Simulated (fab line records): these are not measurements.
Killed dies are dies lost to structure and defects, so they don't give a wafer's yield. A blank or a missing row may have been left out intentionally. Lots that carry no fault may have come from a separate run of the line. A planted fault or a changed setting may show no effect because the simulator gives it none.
Which tool is to blame? || flow n5 finfet || Sampling: 24 lots, 72 wafers, 5 of 1938 route steps

WHAT EACH GAUGE READ, for each wafer
N5_START_INSPECT_01: inspects for defects (unpatterned scan).
{"lot": "L074", "measured": "day 1 12:02", "on": "defect inspect-02", "raw defect count": "4 9 7"}
{"lot": "L075", "measured": "day 1 18:02", "on": "defect inspect-01", "raw defect count": "3 6 9"}
{"lot": "L076", "measured": "day 2 00:02", "on": "defect inspect-01", "raw defect count": "6 6 9"}
{"lot": "L077", "measured": "day 2 06:02", "on": "defect inspect-01", "raw defect count": "7 2 6"}
{"lot": "L078", "measured": "day 2 12:02", "on": "defect inspect-01", "raw defect count": "4 5 10"}
{"lot": "L079", "measured": "day 2 18:02", "on": "defect inspect-01", "raw defect count": "6 7 4"}
{"lot": "L080", "measured": "day 3 00:02", "on": "defect inspect-01", "raw defect count": "5 3 6"}
{"lot": "L081", "measured": "day 3 06:02", "on": "defect inspect-01", "raw defect count": "7 5 8"}
{"lot": "L082", "measured": "day 3 12:02", "on": "defect inspect-01", "raw defect count": "9 2 5"}
{"lot": "L083", "measured": "day 3 18:02", "on": "defect inspect-01", "raw defect count": "2 6 8"}
{"lot": "L084", "measured": "day 4 00:02", "on": "defect inspect-02", "raw defect count": "4 3 5"}
{"lot": "L085", "measured": "day 4 06:02", "on": "defect inspect-02", "raw defect count": "3 6 2"}
{"lot": "L086", "measured": "day 4 12:02", "on": "defect inspect-02", "raw defect count": "4 7 2"}
{"lot": "L087", "measured": "day 4 18:02", "on": "defect inspect-02", "raw defect count": "8 6 6"}
{"lot": "L088", "measured": "day 5 00:02", "on": "defect inspect-02", "raw defect count": "6 6 5"}
{"lot": "L089", "measured": "day 5 06:02", "on": "defect inspect-01", "raw defect count": "4 4 8"}
{"lot": "L090", "measured": "day 5 12:02", "on": "defect inspect-01", "raw defect count": "9 6 6"}
{"lot": "L091", "measured": "day 5 18:02", "on": "defect inspect-01", "raw defect count": "9 5 11"}
{"lot": "L092", "measured": "day 6 00:02", "on": "defect inspect-02", "raw defect count": "4 2 7"}
{"lot": "L093", "measured": "day 6 06:02", "on": "defect inspect-01", "raw defect count": "3 4 9"}
{"lot": "L094", "measured": "day 6 12:02", "on": "defect inspect-02", "raw defect count": "5 3 2"}
{"lot": "L095", "measured": "day 6 18:02", "on": "defect inspect-02", "raw defect count": "8 5 4"}
{"lot": "L096", "measured": "day 7 00:02", "on": "defect inspect-01", "raw defect count": "2 3 4"}
{"lot": "L097", "measured": "day 7 06:02", "on": "defect inspect-02", "raw defect count": "6 8 5"}

N5_DUMMY_GATE_CD_MEAS_24 targets a cd of 15 nm.
{"lot": "L074", "measured": "day 2 22:55", "on": "cd sem-03", "cd nm (nm)": "14.8 14.9 14.7"}
{"lot": "L075", "measured": "day 3 06:35", "on": "cd sem-02", "cd nm (nm)": "15.5 15.0 15.1"}
{"lot": "L076", "measured": "day 3 10:31", "on": "cd sem-03", "cd nm (nm)": "14.5 15.3 15.3"}
{"lot": "L077", "measured": "day 3 17:41", "on": "cd sem-03", "cd nm (nm)": "16.0 15.2 15.5"}
{"lot": "L078", "measured": "day 3 23:04", "on": "cd sem-02", "cd nm (nm)": "15.3 14.9 15.1"}
{"lot": "L079", "measured": "day 4 03:14", "on": "cd sem-03", "cd nm (nm)": "15.6 15.3 15.0"}
{"lot": "L080", "measured": "day 4 11:55", "on": "cd sem-02", "cd nm (nm)": "14.3 15.0 14.5"}
{"lot": "L081", "measured": "day 4 16:11", "on": "cd sem-02", "cd nm (nm)": "15.1 15.2 15.2"}
{"lot": "L082", "measured": "day 4 22:22", "on": "cd sem-03", "cd nm (nm)": "14.8 15.4 15.5"}
{"lot": "L083", "measured": "day 5 11:37", "on": "cd sem-03", "cd nm (nm)": "15.4 15.2 14.7"}
{"lot": "L084", "measured": "day 5 13:26", "on": "cd sem-03", "cd nm (nm)": "14.4 15.3 15.6"}
{"lot": "L085", "measured": "day 5 21:15", "on": "cd sem-03", "cd nm (nm)": "14.9 15.4 15.5"}
{"lot": "L086", "measured": "day 6 01:08", "on": "cd sem-03", "cd nm (nm)": "15.1 14.2 15.3"}
{"lot": "L087", "measured": "day 6 04:57", "on": "cd sem-01", "cd nm (nm)": "14.8 15.2 15.0"}
{"lot": "L088", "measured": "day 6 12:27", "on": "cd sem-03", "cd nm (nm)": "15.7 14.4 15.1"}
{"lot": "L089", "measured": "day 6 17:46", "on": "cd sem-02", "cd nm (nm)": "14.9 14.4 14.5"}
{"lot": "L090", "measured": "day 6 23:50", "on": "cd sem-03", "cd nm (nm)": "14.9 15.1 14.4"}
{"lot": "L091", "measured": "day 7 03:58", "on": "cd sem-03", "cd nm (nm)": "14.4 15.9 15.5"}
{"lot": "L092", "measured": "day 7 12:07", "on": "cd sem-02", "cd nm (nm)": "15.2 14.6 15.3"}
{"lot": "L093", "measured": "day 7 17:55", "on": "cd sem-01", "cd nm (nm)": "14.0 14.5 14.8"}
{"lot": "L094", "measured": "day 7 23:12", "on": "cd sem-01", "cd nm (nm)": "15.6 15.2 16.0"}
{"lot": "L095", "measured": "day 8 04:34", "on": "cd sem-03", "cd nm (nm)": "14.1 14.7 14.8"}
{"lot": "L096", "measured": "day 8 11:34", "on": "cd sem-03", "cd nm (nm)": "14.7 15.2 14.4"}
{"lot": "L097", "measured": "day 8 16:08", "on": "cd sem-03", "cd nm (nm)": "15.7 15.4 15.1"}

N5_SD_EPI_P_OVL_MEAS_10.
{"lot": "L074", "measured": "day 3 04:31", "on": "overlay-01", "SD_P_BLK_OVL (nm)": "-0.1 -0.7 -0.6"}
{"lot": "L075", "measured": "day 3 15:24", "on": "overlay-01", "SD_P_BLK_OVL (nm)": "-0.7 -1.3 0.1"}
{"lot": "L076", "measured": "day 3 16:18", "on": "overlay-02", "SD_P_BLK_OVL (nm)": "-1.2 0.3 -1.2"}
{"lot": "L077", "measured": "day 4 00:04", "on": "overlay-02", "SD_P_BLK_OVL (nm)": "-0.2 -0.7 -0.5"}
{"lot": "L078", "measured": "day 4 04:35", "on": "overlay-02", "SD_P_BLK_OVL (nm)": "-1.0 0.5 -0.7"}
{"lot": "L079", "measured": "day 4 09:04", "on": "overlay-01", "SD_P_BLK_OVL (nm)": "0.5 0.0 1.1"}
{"lot": "L080", "measured": "day 4 18:06", "on": "overlay-01", "SD_P_BLK_OVL (nm)": "0.7 -0.4 0.5"}
{"lot": "L081", "measured": "day 4 22:09", "on": "overlay-01", "SD_P_BLK_OVL (nm)": "0.3 0.1 -0.4"}
{"lot": "L082", "measured": "day 5 06:14", "on": "overlay-02", "SD_P_BLK_OVL (nm)": "-0.3 0.1 0.0"}
{"lot": "L083", "measured": "day 5 19:35", "on": "overlay-02", "SD_P_BLK_OVL (nm)": "0.6 2.2 0.3"}
{"lot": "L084", "measured": "day 5 21:00", "on": "overlay-02", "SD_P_BLK_OVL (nm)": "0.0 -0.5 -0.2"}
{"lot": "L085", "measured": "day 6 04:02", "on": "overlay-01", "SD_P_BLK_OVL (nm)": "-1.1 -2.2 -0.8"}
{"lot": "L086", "measured": "day 6 07:46", "on": "overlay-01", "SD_P_BLK_OVL (nm)": "-0.5 1.0 0.4"}
{"lot": "L087", "measured": "day 6 11:43", "on": "overlay-02", "SD_P_BLK_OVL (nm)": "0.7 0.6 1.3"}
{"lot": "L088", "measured": "day 6 19:54", "on": "overlay-01", "SD_P_BLK_OVL (nm)": "-0.1 -0.2 0.4"}
{"lot": "L089", "measured": "day 6 23:51", "on": "overlay-02", "SD_P_BLK_OVL (nm)": "-0.7 0.6 0.2"}
{"lot": "L090", "measured": "day 7 07:41", "on": "overlay-02", "SD_P_BLK_OVL (nm)": "-1.5 -1.2 -1.0"}
{"lot": "L091", "measured": "day 7 10:01", "on": "overlay-02", "SD_P_BLK_OVL (nm)": "-0.8 0.2 0.2"}
{"lot": "L092", "measured": "day 7 19:59", "on": "overlay-02", "SD_P_BLK_OVL (nm)": "0.6 -0.7 -0.3"}
{"lot": "L093", "measured": "day 7 23:37", "on": "overlay-01", "SD_P_BLK_OVL (nm)": "0.4 1.4 0.5"}
{"lot": "L094", "measured": "day 8 05:05", "on": "overlay-01", "SD_P_BLK_OVL (nm)": "1.4 -0.2 0.1"}
{"lot": "L095", "measured": "day 8 10:24", "on": "overlay-01", "SD_P_BLK_OVL (nm)": "0.6 1.1 -0.2"}
{"lot": "L096", "measured": "day 8 18:17", "on": "overlay-02", "SD_P_BLK_OVL (nm)": "-0.2 -0.4 -0.6"}
{"lot": "L097", "measured": "day 9 01:59", "on": "overlay-01", "SD_P_BLK_OVL (nm)": "0.5 0.5 0.8"}

EACH LOT AND THE TOOL THAT RAN IT (in order: tool; ch and the chambers of the sampled wafers; start)
{"lot": "L074", "N5_FIN_SAQP_ETCH_52": "rie diel-01 ch 0,1, day 1 21:38", "N5_FIN_SAQP_STRIP_55": "rie diel-06 ch 0,2,3, day 1 22:02"}
{"lot": "L075", "N5_FIN_SAQP_ETCH_52": "rie diel-01 ch 1,2, day 2 04:33", "N5_FIN_SAQP_STRIP_55": "rie diel-01 ch 0,1,2, day 2 04:50"}
{"lot": "L076", "N5_FIN_SAQP_ETCH_52": "rie diel-03 ch 2,3, day 2 10:11", "N5_FIN_SAQP_STRIP_55": "rie diel-06 ch 1,2, day 2 10:28"}
{"lot": "L077", "N5_FIN_SAQP_ETCH_52": "rie diel-01 ch 0,3, day 2 16:38", "N5_FIN_SAQP_STRIP_55": "rie diel-06 ch 0,3, day 2 16:56"}
{"lot": "L078", "N5_FIN_SAQP_ETCH_52": "rie diel-06 ch 0,2,3, day 2 21:20", "N5_FIN_SAQP_STRIP_55": "rie diel-03 ch 0,1,2, day 2 21:37"}
{"lot": "L079", "N5_FIN_SAQP_ETCH_52": "rie diel-06 ch 2,3, day 3 03:25", "N5_FIN_SAQP_STRIP_55": "rie diel-06 ch 0,1,2, day 3 03:42"}
{"lot": "L080", "N5_FIN_SAQP_ETCH_52": "rie diel-06 ch 0,1,2, day 3 10:13", "N5_FIN_SAQP_STRIP_55": "rie diel-06 ch 0,2,3, day 3 10:31"}
{"lot": "L081", "N5_FIN_SAQP_ETCH_52": "rie diel-03 ch 0,1,3, day 3 15:43", "N5_FIN_SAQP_STRIP_55": "rie diel-01 ch 0,2, day 3 16:01"}
{"lot": "L082", "N5_FIN_SAQP_ETCH_52": "rie diel-06 ch 2,3, day 3 21:53", "N5_FIN_SAQP_STRIP_55": "rie diel-06 ch 0,1,2, day 3 22:18"}
{"lot": "L083", "N5_FIN_SAQP_ETCH_52": "rie diel-01 ch 0,1,2, day 4 04:28", "N5_FIN_SAQP_STRIP_55": "rie diel-03 ch 0,1,3, day 4 04:47"}
{"lot": "L084", "N5_FIN_SAQP_ETCH_52": "rie diel-01 ch 1,2, day 4 10:35", "N5_FIN_SAQP_STRIP_55": "rie diel-06 ch 0,1,3, day 4 11:07"}
{"lot": "L085", "N5_FIN_SAQP_ETCH_52": "rie diel-01 ch 1,2,3, day 4 16:43", "N5_FIN_SAQP_STRIP_55": "rie diel-03 ch 2,3, day 4 17:01"}
{"lot": "L086", "N5_FIN_SAQP_ETCH_52": "rie diel-06 ch 1,2, day 4 23:42", "N5_FIN_SAQP_STRIP_55": "rie diel-03 ch 0,1,2, day 4 23:59"}
{"lot": "L087", "N5_FIN_SAQP_ETCH_52": "rie diel-06 ch 0,2, day 5 03:50", "N5_FIN_SAQP_STRIP_55": "rie diel-03 ch 0,1,2, day 5 04:08"}
{"lot": "L088", "N5_FIN_SAQP_ETCH_52": "rie diel-01 ch 0,1,3, day 5 11:27", "N5_FIN_SAQP_STRIP_55": "rie diel-03 ch 0,2,3, day 5 11:44"}
{"lot": "L089", "N5_FIN_SAQP_ETCH_52": "rie diel-03 ch 1,2, day 5 17:14", "N5_FIN_SAQP_STRIP_55": "rie diel-01 ch 0,2,3, day 5 17:32"}
{"lot": "L090", "N5_FIN_SAQP_ETCH_52": "rie diel-06 ch 0,1,2, day 5 22:40", "N5_FIN_SAQP_STRIP_55": "rie diel-03 ch 0,1,2, day 5 22:58"}
{"lot": "L091", "N5_FIN_SAQP_ETCH_52": "rie diel-03 ch 0,2, day 6 03:52", "N5_FIN_SAQP_STRIP_55": "rie diel-03 ch 0,2, day 6 04:13"}
{"lot": "L092", "N5_FIN_SAQP_ETCH_52": "rie diel-03 ch 0,1, day 6 10:05", "N5_FIN_SAQP_STRIP_55": "rie diel-03 ch 0,1,2, day 6 10:22"}
{"lot": "L093", "N5_FIN_SAQP_ETCH_52": "rie diel-01 ch 1,2, day 6 16:28", "N5_FIN_SAQP_STRIP_55": "rie diel-06 ch 0,1,3, day 6 16:53"}
{"lot": "L094", "N5_FIN_SAQP_ETCH_52": "rie diel-01 ch 0,2,3, day 6 22:21", "N5_FIN_SAQP_STRIP_55": "rie diel-03 ch 0,1, day 6 22:38"}
{"lot": "L095", "N5_FIN_SAQP_ETCH_52": "rie diel-01 ch 0,2,3, day 7 04:40", "N5_FIN_SAQP_STRIP_55": "rie diel-06 ch 0,1, day 7 05:00"}
{"lot": "L096", "N5_FIN_SAQP_ETCH_52": "rie diel-06 ch 0,1,3, day 7 10:40", "N5_FIN_SAQP_STRIP_55": "rie diel-06 ch 1,2,3, day 7 10:58"}
{"lot": "L097", "N5_FIN_SAQP_ETCH_52": "rie diel-01 ch 0,1, day 7 15:55", "N5_FIN_SAQP_STRIP_55": "rie diel-03 ch 0,1,3, day 7 16:13"}
- N5_FIN_SAQP_ETCH_52: etches SOC in N2/H2, target depth 100 nm, overetch 20 nm, time 150 s.
- N5_FIN_SAQP_STRIP_55: strips in N2/H2.

WHAT THE TOOLS THEMSELVES READ (means of the sampled wafers that have a number; where no wafer has one, the mark that the record gives instead)
N5_FIN_SAQP_ETCH_52.
{"lot": "L074", "tool": "rie diel-01", "drypump motor current A (A)": 5.7, "oes product au (a.u.)": 0.67, "rf vpp V (V)": 523.3, "showerhead plenum p Torr (Torr)": 2.53, "throttle valve pct (%)": 17.92}
{"lot": "L075", "tool": "rie diel-01", "drypump motor current A (A)": 5.6, "oes product au (a.u.)": 0.67, "rf vpp V (V)": 524.5, "showerhead plenum p Torr (Torr)": 2.58, "throttle valve pct (%)": 18.03}
{"lot": "L076", "tool": "rie diel-03", "drypump motor current A (A)": 5.8, "oes product au (a.u.)": 0.64, "rf vpp V (V)": 524.0, "showerhead plenum p Torr (Torr)": 2.55, "throttle valve pct (%)": 17.99}
{"lot": "L077", "tool": "rie diel-01", "drypump motor current A (A)": 6.2, "oes product au (a.u.)": 0.79, "rf vpp V (V)": 527.8, "showerhead plenum p Torr (Torr)": 2.65, "throttle valve pct (%)": 17.58}
{"lot": "L078", "tool": "rie diel-06", "drypump motor current A (A)": 5.1, "oes product au (a.u.)": 0.75, "rf vpp V (V)": 522.9, "showerhead plenum p Torr (Torr)": 2.55, "throttle valve pct (%)": 17.90}
{"lot": "L079", "tool": "rie diel-06", "drypump motor current A (A)": 5.0, "oes product au (a.u.)": 0.78, "rf vpp V (V)": 522.6, "showerhead plenum p Torr (Torr)": 2.49, "throttle valve pct (%)": 17.73}
{"lot": "L080", "tool": "rie diel-06", "drypump motor current A (A)": 5.2, "oes product au (a.u.)": 0.72, "rf vpp V (V)": 524.3, "showerhead plenum p Torr (Torr)": 2.57, "throttle valve pct (%)": 17.91}
{"lot": "L081", "tool": "rie diel-03", "drypump motor current A (A)": 5.6, "oes product au (a.u.)": 0.68, "rf vpp V (V)": 524.7, "showerhead plenum p Torr (Torr)": 2.57, "throttle valve pct (%)": 17.81}
{"lot": "L082", "tool": "rie diel-06", "drypump motor current A (A)": 5.0, "oes product au (a.u.)": 0.77, "rf vpp V (V)": 520.7, "showerhead plenum p Torr (Torr)": 2.49, "throttle valve pct (%)": 17.76}
{"lot": "L083", "tool": "rie diel-01", "drypump motor current A (A)": 5.5, "oes product au (a.u.)": 0.68, "rf vpp V (V)": 525.5, "showerhead plenum p Torr (Torr)": 2.57, "throttle valve pct (%)": 18.02}
{"lot": "L084", "tool": "rie diel-01", "drypump motor current A (A)": 5.5, "oes product au (a.u.)": 0.66, "rf vpp V (V)": 524.6, "showerhead plenum p Torr (Torr)": 2.57, "throttle valve pct (%)": 18.08}
{"lot": "L085", "tool": "rie diel-01", "drypump motor current A (A)": 5.8, "oes product au (a.u.)": 0.72, "rf vpp V (V)": 526.3, "showerhead plenum p Torr (Torr)": 2.64, "throttle valve pct (%)": 17.88}
{"lot": "L086", "tool": "rie diel-06", "drypump motor current A (A)": 5.2, "oes product au (a.u.)": 0.74, "rf vpp V (V)": 523.2, "showerhead plenum p Torr (Torr)": 2.51, "throttle valve pct (%)": 17.88}
{"lot": "L087", "tool": "rie diel-06", "drypump motor current A (A)": 5.1, "oes product au (a.u.)": 0.72, "rf vpp V (V)": 522.2, "showerhead plenum p Torr (Torr)": 2.54, "throttle valve pct (%)": 18.03}
{"lot": "L088", "tool": "rie diel-01", "drypump motor current A (A)": 5.9, "oes product au (a.u.)": 0.70, "rf vpp V (V)": 525.5, "showerhead plenum p Torr (Torr)": 2.57, "throttle valve pct (%)": 17.83}
{"lot": "L089", "tool": "rie diel-03", "drypump motor current A (A)": 5.5, "oes product au (a.u.)": 0.68, "rf vpp V (V)": 520.5, "showerhead plenum p Torr (Torr)": 2.43, "throttle valve pct (%)": 17.75}
{"lot": "L090", "tool": "rie diel-06", "drypump motor current A (A)": 5.2, "oes product au (a.u.)": 0.71, "rf vpp V (V)": 524.3, "showerhead plenum p Torr (Torr)": 2.56, "throttle valve pct (%)": 17.95}
{"lot": "L091", "tool": "rie diel-03", "drypump motor current A (A)": 6.1, "oes product au (a.u.)": 0.64, "rf vpp V (V)": 524.0, "showerhead plenum p Torr (Torr)": 2.56, "throttle valve pct (%)": 18.04}
{"lot": "L092", "tool": "rie diel-03", "drypump motor current A (A)": 5.8, "oes product au (a.u.)": 0.67, "rf vpp V (V)": 524.5, "showerhead plenum p Torr (Torr)": 2.57, "throttle valve pct (%)": 17.85}
{"lot": "L093", "tool": "rie diel-01", "drypump motor current A (A)": 5.3, "oes product au (a.u.)": 0.68, "rf vpp V (V)": 525.2, "showerhead plenum p Torr (Torr)": 2.62, "throttle valve pct (%)": 18.12}
{"lot": "L094", "tool": "rie diel-01", "drypump motor current A (A)": 5.7, "oes product au (a.u.)": 0.72, "rf vpp V (V)": 525.8, "showerhead plenum p Torr (Torr)": 2.63, "throttle valve pct (%)": 17.86}
{"lot": "L095", "tool": "rie diel-01", "drypump motor current A (A)": 5.8, "oes product au (a.u.)": 0.72, "rf vpp V (V)": 526.3, "showerhead plenum p Torr (Torr)": 2.63, "throttle valve pct (%)": 17.85}
{"lot": "L096", "tool": "rie diel-06", "drypump motor current A (A)": 5.1, "oes product au (a.u.)": 0.70, "rf vpp V (V)": 524.3, "showerhead plenum p Torr (Torr)": 2.56, "throttle valve pct (%)": 17.86}
{"lot": "L097", "tool": "rie diel-01", "drypump motor current A (A)": 5.7, "oes product au (a.u.)": 0.73, "rf vpp V (V)": 523.2, "showerhead plenum p Torr (Torr)": 2.51, "throttle valve pct (%)": 17.87}

N5_FIN_SAQP_STRIP_55.
{"lot": "L074", "tool": "rie diel-06", "drypump motor current A (A)": 5.1, "oes product au (a.u.)": 0.84, "rf vpp V (V)": 120.4, "showerhead plenum p Torr (Torr)": 3.37, "throttle valve pct (%)": 19.2}
{"lot": "L075", "tool": "rie diel-01", "drypump motor current A (A)": 5.5, "oes product au (a.u.)": 0.77, "rf vpp V (V)": 121.6, "showerhead plenum p Torr (Torr)": 3.40, "throttle valve pct (%)": 19.1}
{"lot": "L076", "tool": "rie diel-06", "drypump motor current A (A)": 5.4, "oes product au (a.u.)": 0.85, "rf vpp V (V)": 122.7, "showerhead plenum p Torr (Torr)": 3.36, "throttle valve pct (%)": 18.9}
{"lot": "L077", "tool": "rie diel-06", "drypump motor current A (A)": 4.9, "oes product au (a.u.)": 0.85, "rf vpp V (V)": 120.8, "showerhead plenum p Torr (Torr)": 3.37, "throttle valve pct (%)": 19.3}
{"lot": "L078", "tool": "rie diel-03", "drypump motor current A (A)": 5.6, "oes product au (a.u.)": 0.78, "rf vpp V (V)": 123.0, "showerhead plenum p Torr (Torr)": 3.33, "throttle valve pct (%)": 18.9}
{"lot": "L079", "tool": "rie diel-06", "drypump motor current A (A)": 5.2, "oes product au (a.u.)": 0.82, "rf vpp V (V)": 121.6, "showerhead plenum p Torr (Torr)": 3.39, "throttle valve pct (%)": 19.1}
{"lot": "L080", "tool": "rie diel-06", "drypump motor current A (A)": 5.0, "oes product au (a.u.)": 0.84, "rf vpp V (V)": 120.9, "showerhead plenum p Torr (Torr)": 3.36, "throttle valve pct (%)": 19.2}
{"lot": "L081", "tool": "rie diel-01", "drypump motor current A (A)": 5.4, "oes product au (a.u.)": 0.78, "rf vpp V (V)": 121.5, "showerhead plenum p Torr (Torr)": 3.40, "throttle valve pct (%)": 19.0}
{"lot": "L082", "tool": "rie diel-06", "drypump motor current A (A)": 5.2, "oes product au (a.u.)": 0.81, "rf vpp V (V)": 122.7, "showerhead plenum p Torr (Torr)": 3.39, "throttle valve pct (%)": 19.2}
{"lot": "L083", "tool": "rie diel-03", "drypump motor current A (A)": 5.7, "oes product au (a.u.)": 0.75, "rf vpp V (V)": 122.7, "showerhead plenum p Torr (Torr)": 3.39, "throttle valve pct (%)": 18.9}
{"lot": "L084", "tool": "rie diel-06", "drypump motor current A (A)": 5.1, "oes product au (a.u.)": 0.81, "rf vpp V (V)": 122.7, "showerhead plenum p Torr (Torr)": 3.39, "throttle valve pct (%)": 19.1}
{"lot": "L085", "tool": "rie diel-03", "drypump motor current A (A)": 5.8, "oes product au (a.u.)": 0.73, "rf vpp V (V)": 121.3, "showerhead plenum p Torr (Torr)": 3.28, "throttle valve pct (%)": 19.1}
{"lot": "L086", "tool": "rie diel-03", "drypump motor current A (A)": 5.7, "oes product au (a.u.)": 0.77, "rf vpp V (V)": 120.2, "showerhead plenum p Torr (Torr)": 3.32, "throttle valve pct (%)": 18.9}
{"lot": "L087", "tool": "rie diel-03", "drypump motor current A (A)": 5.6, "oes product au (a.u.)": 0.76, "rf vpp V (V)": 122.4, "showerhead plenum p Torr (Torr)": 3.32, "throttle valve pct (%)": 18.9}
{"lot": "L088", "tool": "rie diel-03", "drypump motor current A (A)": 6.0, "oes product au (a.u.)": 0.72, "rf vpp V (V)": 121.1, "showerhead plenum p Torr (Torr)": 3.37, "throttle valve pct (%)": 19.1}
{"lot": "L089", "tool": "rie diel-01", "drypump motor current A (A)": 5.8, "oes product au (a.u.)": 0.82, "rf vpp V (V)": 122.3, "showerhead plenum p Torr (Torr)": 3.48, "throttle valve pct (%)": 18.9}
{"lot": "L090", "tool": "rie diel-03", "drypump motor current A (A)": 5.6, "oes product au (a.u.)": 0.76, "rf vpp V (V)": 122.2, "showerhead plenum p Torr (Torr)": 3.31, "throttle valve pct (%)": 18.9}
{"lot": "L091", "tool": "rie diel-03", "drypump motor current A (A)": 6.1, "oes product au (a.u.)": 0.72, "rf vpp V (V)": 121.9, "showerhead plenum p Torr (Torr)": 3.38, "throttle valve pct (%)": 19.2}
{"lot": "L092", "tool": "rie diel-03", "drypump motor current A (A)": 5.6, "oes product au (a.u.)": 0.75, "rf vpp V (V)": 122.1, "showerhead plenum p Torr (Torr)": 3.31, "throttle valve pct (%)": 18.9}
{"lot": "L093", "tool": "rie diel-06", "drypump motor current A (A)": 5.1, "oes product au (a.u.)": 0.80, "rf vpp V (V)": 122.0, "showerhead plenum p Torr (Torr)": 3.38, "throttle valve pct (%)": 19.2}
{"lot": "L094", "tool": "rie diel-03", "drypump motor current A (A)": 5.3, "oes product au (a.u.)": 0.78, "rf vpp V (V)": 121.5, "showerhead plenum p Torr (Torr)": 3.32, "throttle valve pct (%)": 18.6}
{"lot": "L095", "tool": "rie diel-06", "drypump motor current A (A)": 5.2, "oes product au (a.u.)": 0.77, "rf vpp V (V)": 122.5, "showerhead plenum p Torr (Torr)": 3.44, "throttle valve pct (%)": 19.3}
{"lot": "L096", "tool": "rie diel-06", "drypump motor current A (A)": 5.1, "oes product au (a.u.)": 0.82, "rf vpp V (V)": 120.7, "showerhead plenum p Torr (Torr)": 3.30, "throttle valve pct (%)": 19.1}
{"lot": "L097", "tool": "rie diel-03", "drypump motor current A (A)": 5.6, "oes product au (a.u.)": 0.82, "rf vpp V (V)": 122.1, "showerhead plenum p Torr (Torr)": 3.38, "throttle valve pct (%)": 18.8}

THE ANSWER, worked out from the rows above alone
Rule: what is usual is taken from the lots themselves. Put in order of their means at a reading, lots are off if they are a third of the lots or fewer, leave a main group of 4 or more, and stand apart from it by a gap of 3 or more times the standard deviation of the main group's means; of several such gaps the widest counts. If all means in a main group match to the digits the tables above print for the reading, that group is not used. Also off: a lot with no number at a reading for which 4 or more lots have one. Any other lot the step has rows for is counted as sound. First the gauges in route order, then the tools' own readings, where a lot's mean is used as printed above. At the first step where some lot is off, the reading lying furthest off is the one used; lots without a number count as furthest.
None of the lots is off at any reading shown; this tells nothing.

WHAT THE SIMULATOR PUT IN
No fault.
